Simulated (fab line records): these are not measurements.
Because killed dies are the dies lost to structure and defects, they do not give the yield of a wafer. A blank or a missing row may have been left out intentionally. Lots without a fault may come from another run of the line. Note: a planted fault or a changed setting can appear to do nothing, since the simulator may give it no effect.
Matching of chambers | flow nand-harc | NHARC_P_M2_DEP_33 on pecvd-04: 3 sister chambers
The step deposits SiCN, target thk 30 nm. 16 wafers are shown with their chamber, then 8 later ones without.

WAFERS, EACH WITH ITS CHAMBER
wafer  | chamber | heater-power-w (W) | chamber-pressure-Torr (Torr) | susceptor-temp-C (C)
L078.2 | 1       | 547                | 2.991                        | 370.10
L078.5 | 0       | 434                | 2.999                        | 370.29
L078.6 | 2       | 512                | 2.994                        | 369.82
L081.2 | 0       | 507                | 2.988                        | 369.76
L081.3 | 2       | 638                | 2.995                        | 369.73
L081.4 | 2       | 614                | 2.999                        | 369.90
L083.2 | 1       | 476                | 2.994                        | 370.04
L083.4 | 1       | 476                | 2.988                        | 369.73
L083.5 | 2       | 569                | 2.998                        | 369.96
L084.2 | 0       | 453                | 2.988                        | 370.08
L084.4 | 0       | 466                | 2.992                        | 369.70
L084.6 | 1       | 525                | 2.996                        | 370.03
L088.1 | 0       | 468                | 3.007                        | 370.07
L088.3 | 1       | 553                | 3.001                        | 369.76
L088.6 | 2       | 598                | 3.001                        | 370.37
L089.2 | 2       | 566                | 2.993                        | 370.48

SIGNATURES (averages over the wafers above)
reading               | chamber 0 | chamber 1 | chamber 2 | scatter within a chamber
heater-power-w        | 465.60    | 515.40    | 582.83    | 37.4
chamber-pressure-Torr | 2.99480   | 2.99400   | 2.99667   | 0.00564
susceptor-temp-C      | 369.9800  | 369.9320  | 370.0433  | 0.253
Rule: a wafer's distance from a chamber is the root of the sum, over the readings, of the square of ((its reading less the chamber's mean) divided by the reading's scatter). If the next closest chamber is less than 2 further off than the closest, the wafer can't be placed; otherwise it belongs to the closest. How the scatter is found: for the shown wafers, subtract from each reading the mean of its chamber, square and add these, divide the total by (wafers less chambers), then take the root.

WAFERS WHOSE CHAMBER IS MISSING
wafer  | heater-power-w (W) | chamber-pressure-Torr (Torr) | susceptor-temp-C (C)
L089.3 | 514                | 3.005                        | 370.11
L089.4 | 556                | 2.997                        | 370.01
L092.2 | 485                | 2.994                        | 370.03
L092.4 | 471                | 3.000                        | 370.28
L092.5 | 611                | 3.003                        | 369.88
L096.1 | 496                | 2.989                        | 370.29
L096.2 | 449                | 3.011                        | 370.04
L096.4 | 539                | 2.999                        | 370.10

EACH ONE'S CHAMBER
wafer  | from the rows above          | in truth
L089.3 | can't be placed: 1 or 0 or 2 | 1
L089.4 | can't be placed: 2 or 1 or 0 | 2
L092.2 | can't be placed: 0 or 1      | 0
L092.4 | can't be placed: 0 or 1 or 2 | 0
L092.5 | can't be placed: 2 or 1      | 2
L096.1 | can't be placed: 1 or 0 or 2 | 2
L096.2 | can't be placed: 0 or 1 or 2 | 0
L096.4 | can't be placed: 2 or 1 or 0 | 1
Placed correctly: 0 of 8. These rows do not allow placing 8 (true chamber among the candidates in 8). Placed wrongly: 0.
